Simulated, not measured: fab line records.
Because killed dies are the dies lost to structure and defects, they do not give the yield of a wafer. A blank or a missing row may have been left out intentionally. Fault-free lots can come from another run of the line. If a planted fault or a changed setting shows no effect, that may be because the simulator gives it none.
A struck lot beside a sound one -- flow n5 finfet -- 13 out of 1938 route steps
Sound: these wafers, L138.2, L138.4, L138.6. Wafers L146.3, L146.4, L146.6 were the ones struck. Last of all comes the cause.
At each step with rows: each side's tool, then ch and its chambers, then its first start. Under that, the readings that differ: sound wafers -- struck wafers -- difference of the means -- sigmas: that difference in standard deviations of wafers without a fault.
alike: same words and numbers on both sides, and readings whose means sit less than 2 such deviations apart. not compared: any withheld reading, any reading some wafer has no value for, any bound like >300 that may hide the same value, and any number with overlapping values for which the record gives no deviation.
A row with sigmas, a row that says differs or no value, or rows on one side alone: a step with any of these is where the two part. Numbers that don't overlap but have no deviation are shown without sigmas and don't part them. A reading that every wafer of one side lacks parts them only if that side has two wafers or more.

N5_BEOL_M15_ETCH_61: etches BARC in N2/H2, target depth 89 nm, overetch 26.7 nm, time 67.9 s.
  sound on rie diel-04 ch 0,3, day 13 15:20; struck on rie diel-04 ch 1,3, day 15 14:29
  alike: drypump motor current A, oes product au, rf vpp V, showerhead plenum p Torr, throttle valve pct
  not compared: rf hours counter h
then, 1 step without rows for these wafers: N5_BEOL_M15_TRENCH_ETCH_34 (etches SiO2 in C4F8/O2/Ar, target depth 872.93 nm, time 199 s).
N5_BEOL_M15_STRIP_36: strips in O2.
  sound on rie diel-04 ch 0,2,3, day 13 15:37; struck on rie diel-05 ch 0,1,2, day 15 20:53
  alike: drypump motor current A, oes product au, rf vpp V, showerhead plenum p Torr, throttle valve pct
  not compared: rf hours counter h
N5_BEOL_M15_STRIP_62: strips in O2.
  sound: rie diel-04 ch 0,2,3; struck: rie diel-05 ch 0,1,2
  alike: drypump motor current A, oes product au, rf vpp V, showerhead plenum p Torr, throttle valve pct
  not compared: rf hours counter h
N5_BEOL_M15_STRIP_37: strips in O2.
  sound: rie diel-04 ch 0,2,3; struck: rie diel-05 ch 0,1,2
  alike: drypump motor current A, oes product au, rf vpp V, showerhead plenum p Torr, throttle valve pct
  not compared: rf hours counter h
then, 6 steps without rows for these wafers: N5_BEOL_M15_ETCH_38 (etches SiCN in CF4/N2, target depth 106.4 nm, time 120.5 s); N5_BEOL_M15_PRECLEAN_39 (cleans in residue remover, time 60 s); N5_BEOL_M15_SRD_40 (time 30 s, dry time 30 s); N5_BEOL_M15_DEGAS_41 (time 60 s); N5_BEOL_M15_PRE_CLEAN_42 (time 30 s); N5_BEOL_M15_SPUTTER_43 (material TaN, target thk 15 nm, time 24.19 s).
N5_BEOL_M15_SPUTTER_44: material Ta, target thk 15 nm, time 24.19 s.
  sound: pvd sputter-02 at day 13 16:18; struck: pvd sputter-01 at day 15 21:47
reading,sound,struck,difference,sigmas
cathode dc power W (W),15004 15005 15000,14351 14351 14350,-652,-99 or more
model.Ta_of_BEOL_M15_SPUTTER_44.thk nm (nm),15 15.4 15.2,14.2 14.2 14.2,-1.0,
  alike: throttle valve pct
N5_BEOL_M15_SPUTTER_45: material Cu, target thk 100 nm, time 16.67 s.
  sound: pvd sputter-02 at day 13 16:23; struck: pvd sputter-01 at day 15 21:52
  alike: cathode dc power W, throttle valve pct

## WHERE THEY PART
At N5_BEOL_M15_SPUTTER_44 and nowhere else, as far as this record goes. Later steps at which nothing parts them and some readings are alike: N5_BEOL_M15_SPUTTER_45.

WHY: what had been put in by the simulator
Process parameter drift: pvd sputter-01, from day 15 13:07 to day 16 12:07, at N5_BEOL_M15_SPUTTER_44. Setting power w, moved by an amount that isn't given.
